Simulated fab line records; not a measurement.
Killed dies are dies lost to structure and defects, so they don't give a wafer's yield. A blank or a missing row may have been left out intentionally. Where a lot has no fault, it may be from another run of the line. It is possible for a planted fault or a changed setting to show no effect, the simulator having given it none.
Comparing a struck lot with a sound one | flow n5-finfet | 15 steps out of a route of 1938
Sound: these wafers, L807.2, L807.3, L807.4. Wafers struck: L815.1, L815.4, L815.5. The cause is named last.
Per side, at each step with rows, come the tool, then ch with its chambers, and then its first start. Under that, the readings that differ: sound wafers | struck wafers | difference of the means | sigmas: that difference in standard deviations of wafers without a fault.
alike: readings with means less than 2 such deviations apart, plus words and numbers identical on both sides. not compared: withheld readings, readings lacking a value on some wafer, bounds such as >300 that could conceal the same value, and numbers that have no deviation in the record and whose values overlap.
The two part at a step that has a row with sigmas, a row that says differs or no value, or rows on one side only. When numbers do not overlap yet have no deviation, they are printed without sigmas and do not part them. Lack of a reading on every wafer of one side parts them only where that side has two or more wafers.

first, 1 step without rows for these wafers: N5_BEOL_M14_HARDBAKE_14 (time 120 s).
N5_BEOL_M14_CD_MEAS_10: target cd 250 nm.
  sound on cd-sem-01 ch 0, day 12 13:14; struck on cd-sem-01 ch 0, day 14 07:44
  alike: cd-nm
N5_BEOL_M14_OVL_MEAS_11:
  sound on overlay-02 ch 0, day 12 13:16; struck on overlay-01 ch 0, day 14 07:46
  alike: V13_OVL
N5_BEOL_M14_INSPECT_12: inspects for defects (macro).
  sound on defect-inspect-01, day 12 13:17; struck on defect-inspect-01, day 14 07:47
  alike: raw-defect-count
N5_BEOL_M14_DESCUM_15: chemistry O2, time 7.9 s.
  sound on rie-diel-02 ch 1,2,3, day 12 13:19; struck on rie-diel-02 ch 0,2, day 14 07:49
  alike: drypump-motor-current-A, o2-flow-sccm, oes-product-au, rf-vpp-V, showerhead-plenum-p-Torr, throttle-valve-pct
  not compared: rf-hours-counter-h
N5_BEOL_M14_ETCH_59: etches BARC in N2/H2, target depth 89 nm, overetch 26.7 nm, time 67.9 s.
  sound on rie-diel-02 ch 1,2,3, day 12 13:21; struck on rie-diel-02 ch 0,2, day 14 07:51
  alike: drypump-motor-current-A, oes-product-au, rf-vpp-V, showerhead-plenum-p-Torr, throttle-valve-pct
  not compared: rf-hours-counter-h
N5_BEOL_M14_VIA_ETCH_16: etches SiO2 in C4F8/O2/Ar, target depth 1231.3 nm.
  sound on rie-diel-02 ch 1,2,3, day 12 13:24; struck on rie-diel-02 ch 0,2, day 14 07:54
  alike: C4F8_flow_sccm, drypump-motor-current-A, oes_ar_750_au, oes-product-au, rf-vpp-V, showerhead-plenum-p-Torr, throttle-valve-pct
N5_BEOL_M14_STRIP_63: strips in O2.
  sound on rie-diel-02 ch 1,2,3; struck on rie-diel-02 ch 0,2
  alike: drypump-motor-current-A, o2-flow-sccm, oes-product-au, rf-vpp-V, showerhead-plenum-p-Torr, throttle-valve-pct
  not compared: rf-hours-counter-h
N5_BEOL_M14_STRIP_64: strips in O2.
  sound on rie-diel-02 ch 1,2,3; struck on rie-diel-02 ch 0,2
  alike: drypump-motor-current-A, o2-flow-sccm, oes-product-au, rf-vpp-V, showerhead-plenum-p-Torr, throttle-valve-pct
  not compared: rf-hours-counter-h
then, 2 steps without rows for these wafers: N5_BEOL_M14_STRIP_71 (strips in post etch residue remover, time 60 s); N5_BEOL_M14_SRD_72 (time 30 s, dry time 30 s).
N5_BEOL_M14_CD_MEAS_17: target cd 250 nm.
  sound on cd-sem-01, day 12 13:45; struck on cd-sem-01, day 14 08:15
  alike: cd-nm
N5_BEOL_M14_COAT_65: time 60 s, resist thk 450 nm.
  sound on litho-track-05 ch 0, day 12 13:47; struck on litho-track-03 ch 0, day 14 08:18
  reading                  | sound                | struck               | difference | sigmas
  heater-power-total-W (W) | 501.9 499.0 501.2    | 482.7 483.1 483.1    | -17.7      | -9
  plate-temp-C (C)         | 250.03 250.02 250.13 | 243.71 243.87 243.64 | -6.32      | -42
  alike: chill-plate-temp-C
then, 1 step without rows for these wafers: N5_BEOL_M14_COAT_66 (time 60 s, resist thk 110 nm).
N5_PASSIVATION_PROBE_49:
  sound on prober-02, day 13 13:05; struck on prober-02, day 15 09:16
  reading         | sound    | struck  | difference | sigmas
  killed_at_M4_up | 25 28 21 | 8 13 13 | -13        | -2
  alike: defect-limited-yield, killed_at_M0_to_M3, killed-at-contacts, killed-at-front-end, killed-at-other, killed-dies, killed-open, killed-short, sort_bin_5_function, sort_bin_6_memory, sort-n-pass, sort-yield-pct

## WHERE THEY PART
Earliest at N5_BEOL_M14_COAT_65; latest, in this record, at N5_PASSIVATION_PROBE_49.

WHY: whatever the simulator had introduced
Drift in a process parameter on litho-track-03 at N5_BEOL_M14_COAT_65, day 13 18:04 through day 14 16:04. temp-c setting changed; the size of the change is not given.
